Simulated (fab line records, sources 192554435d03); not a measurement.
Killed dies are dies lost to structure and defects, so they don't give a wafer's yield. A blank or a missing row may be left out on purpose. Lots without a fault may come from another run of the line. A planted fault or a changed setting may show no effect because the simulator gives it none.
fab line records | flow n5_finfet
record lots=24 wafers=72 last_day=19
route steps=1938 shown BEOL_M10@1472 BEOL_M11@1537
lots that met no fault: from a run of the same line without faults
start_h: hours from the record's first day to the start of the lot's first wafer shown | wait_h: hours since the lot's step before | " the same as in the row above | L1.1+2: a row that stands for several wafers | - no value, or no start given | * or withheld: withheld | < > ~ a bound
route shown NAME@n: a module of which the file shows steps, and the number in the route of the first | usual: mean/standard deviation of fault-free wafers | same: alike in all rows | chamber/n: place in a boat | sites: the reading at each site | _std_site: their standard deviation | _edge_site: outer sites' mean less inner sites' | radius_mm: how far each site lies from the wafer's centre | mask NAME#n: copy n | behind: the tool/chamber that last shaped the wafer | hold: why the lot was held/for how many hours/how that ended | device: the transistor (n, p or np) that didn't switch | end of line: the same wafers' tests at the end of the route | a step without rows: its recipe alone | killed: dies lost to structure and defects at the first sort, not the wafer's yield | map: a wafer's dies, x killed, . not, _ none there
set.NAME: the setting as run; set.NAME@STEP: as run at that earlier step | model.NAME: the simulator's own value behind a step, which no gauge read
steps of the route over a sample of lots; a table a step, a row a wafer
services: from which hour (start_h, from the record's first day; less than 0 if before it) a tool's chamber was out of use, for how many hours, and why
## steps
# step N5_BEOL_M10_THK_MEAS_01
# recipe reads=SiCOH_lowk_of_BEOL_M10_ILD_DEP_00
# usual M10_ILD_THK=270/3.6
# columns lot.wafer tool chamber start_h wait_h M10_ILD_THK[nm]
L074.3 film_metro-01 - 251.50 0.3 266
L074.5 " - " " 270
L074.6 " - " " 271
L076.1 film_metro-01 - 256.20 0.4 269
L076.2 " - " " 268
L076.6 " - " " 270
L075.2 film_metro-01 - 256.28 0.7 270
L075.3 " - " " 268
L075.5 " - " " 271
L077.1 film_metro-01 - 264.59 0.8 269
L077.2 " - " " 269
L077.6 " - " " 274
L078.1 film_metro-01 - 270.68 0.8 270
L078.3 " - " " 267
L078.4 " - " " 270
L080.3 film_metro-01 - 283.34 0.3 264
L080.5 " - " " 272
L080.6 " - " " 271
L079.1 film_metro-01 - 286.36 0.4 261
L079.3 " - " " 265
L079.6 " - " " 270
L081.1 film_metro-02 - 290.60 0.4 272
L081.2 " - " " 270
L081.5 " - " " 275
L082.1 film_metro-02 - 295.13 0.4 267
L082.2 " - " " 266
L082.6 " - " " 271
L083.1 film_metro-01 - 298.61 0.8 271
L083.2 " - " " 267
L083.3 " - " " 269
L084.1 film_metro-01 - 302.69 0.4 269
L084.5 " - " " 272
L084.6 " - " " 272
L087.2 film_metro-01 - 314.05 0.4 267
L087.5 " - " " 270
L087.6 " - " " 271
L085.1 film_metro-01 - 321.90 0.4 264
L085.3 " - " " 271
L085.6 " - " " 276
L086.1 film_metro-01 - 328.41 0.4 267
L086.3 " - " " 269
L086.5 " - " " 270
L089.1 film_metro-02 - 331.65 0.4 272
L089.3 " - " " 269
L089.6 " - " " 272
L088.3 film_metro-02 - 336.61 0.3 268
L088.5 " - " " 271
L088.6 " - " " 276
L091.1 film_metro-01 - 337.53 0.4 269
L091.4 " - " " 278
L091.6 " - " " 274
L092.2 film_metro-02 - 340.65 0.4 263
L092.3 " - " " 258
L092.6 " - " " 269
L090.1 film_metro-01 - 351.68 0.4 266
L090.3 " - " " 270
L090.5 " - " " 277
L095.1 film_metro-02 - 369.15 0.4 271
L095.4 " - " " 274
L095.6 " - " " 279
L093.1 film_metro-01 - 369.44 0.4 269
L093.3 " - " " 266
L093.5 " - " " 274
L094.1 film_metro-01 - 381.42 0.4 267
L094.2 " - " " 269
L094.5 " - " " 271
L097.1 film_metro-01 - 398.46 0.4 266
L097.3 " - " " 272
L097.6 " - " " 268
L096.1 film_metro-02 - 401.15 0.4 268
L096.3 " - " " 272
L096.4 " - " " 273
# step N5_BEOL_M10_HM_DEP_02
# recipe material=TiN target_thk_a=200 temp_c=25 chamber_pressure_pa=0.49996
# usual throttle_valve_pct=30.0/0.95
# columns lot.wafer tool chamber start_h wait_h throttle_valve_pct
L074.3 pvd_sputter-01 - 252.49 0.9 29.6
L074.5 " - " " 28.8
L074.6 " - " " 30.1
L076.1 pvd_sputter-03 - 257.96 1.7 30.8
L076.2 " - " " 30.4
L076.6 " - " " 28.4
L075.2 pvd_sputter-02 - 258.01 1.7 31.3
L075.3 " - " " 30.5
L075.5 " - " " 29.6
L077.1 pvd_sputter-03 - 264.86 0.2 30.1
L077.2 " - " " 30.9
L077.6 " - " " 29.8
L078.1 pvd_sputter-03 - 271.48 0.8 29.9
L078.3 " - " " 31.1
L078.4 " - " " 30.3
L080.3 pvd_sputter-03 - 284.09 0.7 28.5
L080.5 " - " " 30.8
L080.6 " - " " 29.9
L079.1 pvd_sputter-01 - 287.12 0.7 30.1
L079.3 " - " " 29.4
L079.6 " - " " 29.9
L081.1 pvd_sputter-03 - 291.31 0.7 28.4
L081.2 " - " " 31.1
L081.5 " - " " 28.2
L082.1 pvd_sputter-03 - 296.55 1.4 28.4
L082.2 " - " " 30.7
L082.6 " - " " 30.9
L083.1 pvd_sputter-03 - 300.09 1.4 28.4
L083.2 " - " " 29.8
L083.3 " - " " 30.0
L084.1 pvd_sputter-02 - 303.96 1.2 31.1
L084.5 " - " " 29.7
L084.6 " - " " 30.0
L087.2 pvd_sputter-01 - 315.28 1.2 29.8
L087.5 " - " " 31.7
L087.6 " - " " 29.7
L085.1 pvd_sputter-01 - 324.26 2.3 28.6
L085.3 " - " " 29.7
L085.6 " - " " 31.8
L086.1 pvd_sputter-01 - 329.21 0.7 29.5
L086.3 " - " " 30.0
L086.5 " - " " 30.1
L089.1 pvd_sputter-03 - 333.16 1.5 30.7
L089.3 " - " " 28.6
L089.6 " - " " 31.1
L088.3 pvd_sputter-02 - 338.43 1.8 29.8
L088.5 " - " " 30.0
L088.6 " - " " 29.5
L091.1 pvd_sputter-02 - 338.63 1.0 29.8
L091.4 " - " " 29.7
L091.6 " - " " 31.3
L092.2 pvd_sputter-03 - 342.07 1.4 30.9
L092.3 " - " " 30.3
L092.6 " - " " 30.9
L090.1 pvd_sputter-01 - 353.07 1.3 29.6
L090.3 " - " " 31.9
L090.5 " - " " 28.9
L095.1 pvd_sputter-02 - 372.91 3.7 31.3
L095.4 " - " " 30.7
L095.6 " - " " 31.3
L093.1 pvd_sputter-02 - 373.13 3.6 29.8
L093.3 " - " " 30.5
L093.5 " - " " 29.8
L094.1 pvd_sputter-03 - 382.51 1.0 30.4
L094.2 " - " " 28.3
L094.5 " - " " 30.5
L097.1 pvd_sputter-01 - 398.93 0.4 31.9
L097.3 " - " " 29.8
L097.6 " - " " 29.0
L096.1 pvd_sputter-03 - 402.68 1.5 30.1
L096.3 " - " " 30.4
L096.4 " - " " 30.9
# step N5_BEOL_M10_INSPECT_30
# recipe mode=adi inspect_instrument=brightfield
# usual raw_defect_count=416/83
# columns lot.wafer tool chamber start_h wait_h raw_defect_count
L074.3 defect_inspect-01 - 254.04 0.0 392
L074.5 " - " " 438
L074.6 " - " " 393
L076.1 defect_inspect-02 - 259.66 0.0 399
L076.2 " - " " 510
L076.6 " - " " 409
L075.2 defect_inspect-02 - 259.83 0.0 345
L075.3 " - " " 421
L075.5 " - " " 364
L077.1 defect_inspect-02 - 266.61 0.0 351
L077.2 " - " " 329
L077.6 " - " " 367
L078.1 defect_inspect-02 - 275.74 0.0 318
L078.3 " - " " 427
L078.4 " - " " 437
L080.3 defect_inspect-02 - 286.14 0.0 446
L080.5 " - " " 401
L080.6 " - " " 436
L079.1 defect_inspect-02 - 290.43 0.0 476
L079.3 " - " " 563
L079.6 " - " " 430
L081.1 defect_inspect-02 - 293.34 0.0 386
L081.2 " - " " 424
L081.5 " - " " 264
L082.1 defect_inspect-02 - 298.86 0.0 465
L082.2 " - " " 422
L082.6 " - " " 592
L083.1 defect_inspect-02 - 303.17 0.0 470
L083.2 " - " " 469
L083.3 " - " " 618
L084.1 defect_inspect-02 - 309.19 0.0 367
L084.5 " - " " 382
L084.6 " - " " 379
L087.2 defect_inspect-01 - 316.71 0.0 283
L087.5 " - " " 335
L087.6 " - " " 371
L085.1 defect_inspect-01 - 325.82 0.0 637
L085.3 " - " " 433
L085.6 " - " " 419
L086.1 defect_inspect-02 - 332.97 0.0 339
L086.3 " - " " 340
L086.5 " - " " 314
L089.1 defect_inspect-01 - 334.71 0.0 537
L089.3 " - " " 565
L089.6 " - " " 475
L091.1 defect_inspect-02 - 341.23 0.0 507
L091.4 " - " " 376
L091.6 " - " " 387
L088.3 defect_inspect-02 - 341.40 0.0 457
L088.5 " - " " 457
L088.6 " - " " 482
L092.2 defect_inspect-01 - 344.79 0.0 389
L092.3 " - " " 475
L092.6 " - " " 385
L090.1 defect_inspect-02 - 354.66 0.0 410
L090.3 " - " " 311
L090.5 " - " " 457
L093.1 defect_inspect-01 - 377.94 0.0 367
L093.3 " - " " 395
L093.5 " - " " 427
L095.1 defect_inspect-02 - 378.12 0.0 410
L095.4 " - " " 505
L095.6 " - " " 402
L094.1 defect_inspect-02 - 384.95 0.0 505
L094.2 " - " " 476
L094.5 " - " " 486
L097.1 defect_inspect-02 - 402.45 0.0 347
L097.3 " - " " 469
L097.6 " - " " 291
L096.1 defect_inspect-02 - 404.22 0.0 255
L096.3 " - " " 423
L096.4 " - " " 265
# step N5_BEOL_M10_CURE_72
# recipe temp_c=370 time_s=120 ambient=DMADMS/He material=SiCOH_lowk
# usual lamp_power_pct=52.31/0.051 wafer_temp_C_max=372.0/0.76
# columns lot.wafer tool chamber start_h wait_h lamp_power_pct wafer_temp_C_max
L074.3 uv_cure-01 0 254.97 0.2 52.30 373.0
L074.5 " 0 " " 52.34 372.0
L074.6 " 0 " " 52.28 371.8
L076.1 uv_cure-03 2 260.84 0.5 52.29 371.3
L076.2 " 2 " " 52.26 371.2
L076.6 " 2 " " 52.30 371.4
L075.2 uv_cure-03 1 261.54 0.9 52.32 371.9
L075.3 " 1 " " 52.38 371.5
L075.5 " 1 " " 52.32 372.2
L077.1 uv_cure-01 0 267.88 0.3 52.29 371.8
L077.2 " 0 " " 52.33 372.3
L077.6 " 0 " " 52.32 372.5
L078.1 uv_cure-01 1 277.12 0.5 52.25 373.0
L078.3 " 1 " " 52.29 373.3
L078.4 " 1 " " 52.32 371.8
L080.3 uv_cure-02 0 286.96 0.1 52.26 372.0
L080.5 " 0 " " 52.27 371.8
L080.6 " 0 " " 52.31 371.9
L079.1 uv_cure-01 0 291.36 0.0 52.27 372.6
L079.3 " 0 " " 52.25 373.4
L079.6 " 0 " " 52.32 371.6
L081.1 uv_cure-01 1 294.06 0.0 52.31 372.0
L081.2 " 1 " " 52.32 372.8
L081.5 " 1 " " 52.34 373.5
L082.1 uv_cure-01 1 299.68 0.0 52.27 372.6
L082.2 " 1 " " 52.21 372.8
L082.6 " 1 " " 52.23 372.6
L083.1 uv_cure-01 2 303.99 0.0 52.26 371.1
L083.2 " 2 " " 52.37 371.2
L083.3 " 2 " " 52.32 371.0
L084.1 uv_cure-01 0 310.00 0.0 52.37 371.9
L084.5 " 0 " " 52.42 372.7
L084.6 " 0 " " 52.33 372.5
L087.2 uv_cure-01 0 317.48 0.1 52.35 372.6
L087.5 " 0 " " 52.34 372.6
L087.6 " 0 " " 52.36 372.9
L085.1 uv_cure-03 1 326.94 0.0 52.27 371.1
L085.3 " 1 " " 52.32 371.4
L085.6 " 1 " " 52.38 371.7
L086.1 uv_cure-03 0 333.95 0.3 52.38 371.8
L086.3 " 0 " " 52.34 371.3
L086.5 " 0 " " 52.29 371.4
L089.1 uv_cure-02 2 335.78 0.0 52.38 371.5
L089.3 " 2 " " 52.27 371.2
L089.6 " 2 " " 52.18 371.0
L091.1 uv_cure-01 2 342.08 0.0 52.31 371.2
L091.4 " 2 " " 52.40 370.9
L091.6 " 2 " " 52.24 371.2
L088.3 uv_cure-03 2 342.36 0.2 52.28 371.2
L088.5 " 2 " " 52.26 371.0
L088.6 " 2 " " 52.27 371.1
L092.2 uv_cure-03 0 345.67 0.1 52.34 371.7
L092.3 " 0 " " 52.34 372.2
L092.6 " 0 " " 52.33 371.7
L090.1 uv_cure-03 1 355.74 0.0 52.34 372.1
L090.3 " 1 " " 52.34 371.2
L090.5 " 1 " " 52.24 371.8
L093.1 uv_cure-01 0 378.67 0.0 52.34 372.3
L093.3 " 0 " " 52.33 372.6
L093.5 " 0 " " 52.36 372.1
L095.1 uv_cure-01 1 378.97 0.2 52.36 372.5
L095.4 " 1 " " 52.29 373.0
L095.6 " 1 " " 52.34 373.6
L094.1 uv_cure-02 1 385.68 0.0 52.34 371.4
L094.2 " 1 " " 52.35 371.5
L094.5 " 1 " " 52.39 371.5
L097.1 uv_cure-01 0 403.19 0.0 52.41 372.2
L097.3 " 0 " " 52.32 373.0
L097.6 " 0 " " 52.25 372.6
L096.1 uv_cure-03 0 404.98 0.0 52.37 371.2
L096.3 " 0 " " 52.27 371.1
L096.4 " 0 " " 52.16 371.6
# step N5_BEOL_M11_CURE_71
# recipe temp_c=385 time_s=240 ambient=He/Ar material=SiCOH_lowk
# usual lamp_power_pct=52.31/0.059 wafer_temp_C_max=386.8/0.82
# columns lot.wafer tool chamber start_h wait_h lamp_power_pct wafer_temp_C_max
L074.3 uv_cure-01 0 259.37 0.4 52.38 388.7
L074.5 " 0 " " 52.31 387.9
L074.6 " 0 " " 52.25 388.5
L076.1 uv_cure-01 2 265.24 1.8 52.26 386.1
L076.2 " 2 " " 52.28 386.3
L076.6 " 2 " " 52.31 386.1
L075.2 uv_cure-03 0 266.08 1.9 52.26 386.4
L075.3 " 0 " " 52.36 387.0
L075.5 " 0 " " 52.34 386.1
L077.1 uv_cure-01 0 270.64 0.3 52.32 388.3
L077.2 " 0 " " 52.26 387.7
L077.6 " 0 " " 52.30 387.1
L078.1 uv_cure-01 2 280.51 0.1 52.32 386.2
L078.3 " 2 " " 52.32 386.1
L078.4 " 2 " " 52.31 386.3
L080.3 uv_cure-02 1 289.54 0.2 52.39 386.1
L080.5 " 1 " " 52.35 386.3
L080.6 " 1 " " 52.45 386.3
L079.1 uv_cure-02 0 294.21 0.0 52.30 386.6
L079.3 " 0 " " 52.33 386.8
L079.6 " 0 " " 52.36 386.6
L081.1 uv_cure-01 1 297.23 0.0 52.44 388.6
L081.2 " 1 " " 52.28 387.3
L081.5 " 1 " " 52.34 387.7
L082.1 uv_cure-03 0 302.72 0.1 52.29 386.5
L082.2 " 0 " " 52.38 386.4
L082.6 " 0 " " 52.31 386.6
L083.1 uv_cure-02 0 306.52 0.1 52.34 387.1
L083.2 " 0 " " 52.19 386.5
L083.3 " 0 " " 52.22 386.5
L084.1 uv_cure-03 1 312.27 0.0 52.26 386.4
L084.5 " 1 " " 52.27 386.6
L084.6 " 1 " " 52.32 387.1
L087.2 uv_cure-01 0 320.23 0.1 52.27 387.6
L087.5 " 0 " " 52.27 387.9
L087.6 " 0 " " 52.20 389.1
L085.1 uv_cure-02 2 331.62 0.1 52.14 386.2
L085.3 " 2 " " 52.25 386.6
L085.6 " 2 " " 52.23 386.1
L086.1 uv_cure-02 2 336.87 0.3 52.32 386.2
L086.3 " 2 " " 52.35 386.5
L086.5 " 2 " " 52.27 386.2
L089.1 uv_cure-01 0 339.28 0.0 52.42 387.3
L089.3 " 0 " " 52.34 388.2
L089.6 " 0 " " 52.23 388.7
L091.1 uv_cure-02 1 344.52 0.0 52.33 386.0
L091.4 " 1 " " 52.34 386.8
L091.6 " 1 " " 52.30 386.2
L088.3 uv_cure-03 2 345.09 0.4 52.27 386.1
L088.5 " 2 " " 52.33 385.8
L088.6 " 2 " " 52.26 385.7
L092.2 uv_cure-02 2 348.26 0.1 52.32 386.5
L092.3 " 2 " " 52.25 386.1
L092.6 " 2 " " 52.33 385.9
L090.1 uv_cure-03 1 359.80 0.1 52.28 387.1
L090.3 " 1 " " 52.30 386.3
L090.5 " 1 " " 52.26 386.7
L093.1 uv_cure-03 1 380.79 0.0 52.33 386.8
L093.3 " 1 " " 52.33 386.4
L093.5 " 1 " " 52.25 386.7
L095.1 uv_cure-01 2 382.03 0.0 52.22 385.8
L095.4 " 2 " " 52.31 386.7
L095.6 " 2 " " 52.25 385.9
L094.1 uv_cure-03 0 389.23 0.1 52.35 386.5
L094.2 " 0 " " 52.36 386.1
L094.5 " 0 " " 52.23 386.3
L097.1 uv_cure-03 1 407.42 0.0 52.27 386.8
L097.3 " 1 " " 52.32 386.4
L097.6 " 1 " " 52.43 386.5
L096.1 uv_cure-01 1 408.97 0.0 52.33 388.1
L096.3 " 1 " " 52.26 388.7
L096.4 " 1 " " 52.21 386.8
# step N5_BEOL_M11_STRIP_67
# recipe chemistry=CF4 resist=SiARC power_w=300 bias_power_w=75 pressure_mtorr=50 cf4_flow_sccm=150 rf_frequency_hz=6e+07
# usual drypump_motor_current_A=5.8/0.55 oes_product_au=0.76/0.076 rf_vpp_V=271.2/1.3 showerhead_plenum_p_Torr=1.78/0.052 throttle_valve_pct=13.66/0.29
# columns lot.wafer tool chamber start_h wait_h drypump_motor_current_A oes_product_au rf_hours_counter_h rf_vpp_V showerhead_plenum_p_Torr throttle_valve_pct
L074.3 rie_diel-03 2 261.51 0.0 4.7 0.75 171 273.4 1.86 14.00
L074.5 " 3 " " 6.4 0.82 - 270.0 1.73 13.45
L074.6 " 2 " " 4.7 0.75 - 272.2 1.86 13.98
L076.1 rie_diel-04 2 268.37 0.0 5.2 0.90 21 271.3 1.76 13.32
L076.2 " 0 " " 5.9 0.68 239 270.8 1.83 13.55
L076.6 " 0 " " 5.9 0.68 - 272.4 1.83 13.53
L075.2 rie_diel-04 1 269.21 0.0 6.1 0.76 146 270.4 1.72 13.91
L075.3 " 0 " " 5.9 0.68 239 272.1 1.83 13.53
L075.5 " 3 " " 5.9 0.72 - 271.6 1.76 13.74
L077.1 rie_diel-03 2 272.54 0.0 4.7 0.74 174 271.9 1.86 13.99
L077.2 " 1 " " 6.1 0.71 222 272.4 1.84 13.85
L077.6 " 0 " " 5.0 0.71 - 272.2 1.77 13.87
L078.1 rie_diel-03 1 283.99 0.0 6.1 0.71 225 271.4 1.84 13.85
L078.3 " 3 " " 6.4 0.81 94 270.2 1.73 13.46
L078.4 " 2 " " 4.7 0.75 178 272.2 1.85 13.99
L080.3 rie_diel-04 3 291.86 0.0 5.9 0.71 203 270.5 1.76 13.76
L080.5 " 2 " " 5.2 0.89 - 270.2 1.76 13.34
L080.6 " 3 " " 5.9 0.72 - 269.9 1.76 13.75
L079.1 rie_diel-03 2 296.33 0.0 4.7 0.74 181 271.9 1.85 14.00
L079.3 " 0 " " 5.0 0.71 190 269.7 1.77 13.88
L079.6 " 0 " " 5.0 0.71 - 269.5 1.77 13.87
L081.1 rie_diel-04 2 299.11 0.0 5.2 0.88 31 270.9 1.76 13.36
L081.2 " 3 " " 5.9 0.71 205 271.2 1.76 13.78
L081.5 " 2 " " 5.2 0.88 - 270.5 1.76 13.34
L082.1 rie_diel-03 0 305.65 0.0 5.0 0.70 194 271.4 1.77 13.89
L082.2 " 3 " " 6.4 0.79 101 269.4 1.73 13.47
L082.6 " 0 " " 5.0 0.70 - 269.8 1.77 13.88
L083.1 rie_diel-01 1 309.10 0.0 6.3 0.68 228 270.2 1.71 13.92
L083.2 " 0 " " 6.1 0.86 37 272.8 1.75 13.14
L083.3 " 3 " " 6.2 0.72 207 272.8 1.86 13.53
L084.1 rie_diel-03 2 314.26 0.0 4.7 0.74 188 272.0 1.85 14.00
L084.5 " 1 " " 6.1 0.71 - 272.4 1.83 13.86
L084.6 " 0 " " 5.0 0.70 - 271.3 1.77 13.89
L087.2 rie_diel-01 3 324.07 0.0 6.2 0.72 211 271.6 1.85 13.51
L087.5 " 1 " " 6.2 0.68 - 270.2 1.71 13.93
L087.6 " 0 " " 6.1 0.85 - 268.1 1.75 13.16
L085.1 rie_diel-04 3 334.10 0.0 5.9 0.70 218 269.8 1.76 13.80
L085.3 " 1 " " 6.1 0.75 169 269.0 1.72 13.96
L085.6 " 3 " " 5.9 0.71 - 272.1 1.76 13.81
L086.1 rie_diel-03 1 339.40 0.0 6.1 0.71 238 271.8 1.83 13.88
L086.3 " 3 " " 6.3 0.80 114 269.1 1.73 13.48
L086.5 " 2 " " 4.7 0.73 - 272.8 1.85 14.05
L089.1 rie_diel-01 1 342.88 0.0 6.2 0.67 239 268.9 1.71 13.97
L089.3 " 0 " " 6.2 0.84 48 271.3 1.75 13.15
L089.6 " 0 " " 6.2 0.84 - 270.1 1.75 13.19
L091.1 rie_diel-04 1 346.75 0.0 6.1 0.75 174 269.4 1.72 13.99
L091.4 " 2 " " 5.2 0.85 49 271.3 1.76 13.40
L091.6 " 3 " " 5.9 0.70 - 272.3 1.75 13.81
L088.3 rie_diel-04 2 347.04 0.0 5.2 0.85 49 270.1 1.76 13.38
L088.5 " 0 " " 5.9 0.98 - 272.1 1.82 12.96
L088.6 " 3 " " 5.9 0.70 - 273.1 1.75 13.81
L092.2 rie_diel-01 1 349.84 0.0 6.3 0.68 241 269.2 1.71 13.94
L092.3 " 0 " " 6.1 0.83 51 272.2 1.75 13.17
L092.6 " 3 " " 6.2 0.71 - 273.1 1.85 13.53
L090.1 rie_diel-01 2 361.39 0.0 5.7 0.72 222 272.2 1.83 13.84
L090.3 " 3 " " 6.2 0.71 223 271.4 1.85 13.56
L090.5 " 1 " " 6.2 0.68 - 270.4 1.71 13.95
L093.1 rie_diel-01 1 382.98 0.0 6.3 0.66 253 270.8 1.70 13.98
L093.3 " 3 " " 6.2 0.70 232 270.7 1.85 13.56
L093.5 " 1 " " 6.2 0.67 - 269.6 1.70 13.98
L095.1 rie_diel-03 3 383.77 0.0 6.3 0.78 128 270.3 1.72 13.54
L095.4 " 3 " " 6.3 0.78 - 270.4 1.72 13.54
L095.6 " 2 " " 4.7 0.71 - 273.3 1.85 14.07
L094.1 rie_diel-01 2 391.81 0.0 5.7 0.72 232 272.1 1.83 13.87
L094.2 " 0 " " 6.1 0.83 58 271.7 1.74 13.18
L094.5 " 0 " " 6.1 0.83 - 270.5 1.74 13.19
L097.1 rie_diel-01 3 409.43 0.0 6.2 0.70 238 271.8 1.85 13.58
L097.3 " 2 " " 5.7 0.72 236 272.8 1.83 13.86
L097.6 " 0 " " 6.1 0.83 - 271.3 1.74 13.20
L096.1 rie_diel-03 0 412.09 0.0 5.0 0.69 226 271.9 1.76 13.96
L096.3 " 3 " " 6.4 0.77 139 268.5 1.72 13.58
L096.4 " 1 " " 6.1 0.97 5 273.1 1.83 13.30
## services
# columns tool chamber start_h hours kind
uv_cure-02 - 260.18 6.9 repair
rie_diel-01 3 288.09 4.2 repair
uv_cure-01 - 329.99 7.1 pm
uv_cure-03 - 352.18 1.0 pm
uv_cure-02 - 355.46 7.5 pm
rie_diel-04 1 360.52 12.7 repair
uv_cure-01 - 363.33 5.0 pm
uv_cure-01 - 368.33 7.5 pm
rie_diel-01 0 369.92 15.6 repair
uv_cure-01 - 375.88 1.0 pm
rie_diel-03 1 379.36 - clean
rie_diel-03 1 379.36 - consumable_replace:focus_ring
rie_diel-03 1 379.36 18.0 scheduled_down
rie_diel-03 1 379.36 18.0 vent_cycle
uv_cure-02 - 382.18 0.8 repair
rie_diel-01 1 385.57 - clean
rie_diel-01 1 385.57 - consumable_replace:focus_ring
rie_diel-01 1 385.57 - consumable_replace:showerhead
rie_diel-01 3 388.99 2.6 repair
uv_cure-02 - 396.25 1.0 pm
pvd_sputter-02 - 398.94 1.0 repair
rie_diel-01 2 401.92 6.6 repair
rie_diel-01 3 404.40 2.4 repair
rie_diel-01 1 411.12 6.8 repair
## key
fault none
